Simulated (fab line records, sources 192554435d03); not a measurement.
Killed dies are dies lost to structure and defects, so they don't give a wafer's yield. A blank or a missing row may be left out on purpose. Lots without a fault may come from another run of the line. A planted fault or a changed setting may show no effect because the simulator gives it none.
Chamber matching | flow n5_finfet | N5_MOL_CONTACT_COAG_CMP_28 on cmp-04: 4 sister chambers
The step polishes, stops on SiNx, t overpolish 0.85 s, target thk 14.522 nm. 4 wafers are shown with their chamber, then 8 later ones without.

WAFERS WITH THEIR CHAMBER
wafer  | chamber | motor_current_A (A)
L092.6 | 0       | 10.1
L091.2 | 2       | 12.0
L091.4 | 3       | 11.1
L093.1 | 1       | 13.2

WAFERS WITHOUT THEIR CHAMBER
wafer  | motor_current_A (A)
L093.2 | 12.2
L093.6 | 12.6
L096.1 | 10.4
L096.2 | 13.3
L096.5 | 13.3
L097.1 | 11.6
L097.2 | 10.7
L097.4 | 12.3

WHICH CHAMBER EACH WENT THROUGH
wafer  | from the rows above     | in truth
L093.2 | 2                       | 2
L093.6 | can't be placed: 1 or 2 | 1
L096.1 | can't be placed: 0 or 3 | 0
L096.2 | 1                       | 1
L096.5 | 1                       | 1
L097.1 | can't be placed: 2 or 3 | 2
L097.2 | can't be placed: 3 or 0 | 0
L097.4 | can't be placed: 2 or 1 | 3
Placed correctly: 3 of 8. Can't be placed from these rows: 5 (the true chamber is among the candidates in 4). Placed wrongly: 0.
How it was worked out, from the rows above alone: a wafer's distance from a chamber is the root of the sum, over the readings, of the square of ((its reading less the chamber's mean) divided by the reading's scatter). The wafer belongs to the nearest chamber; if the next one is less than 2 further off, it can't be placed. A chamber's mean is the mean of its shown wafers. The scatter: with one shown wafer a chamber, the root of the mean of the squares of how far each hidden wafer lies from its nearest shown one.
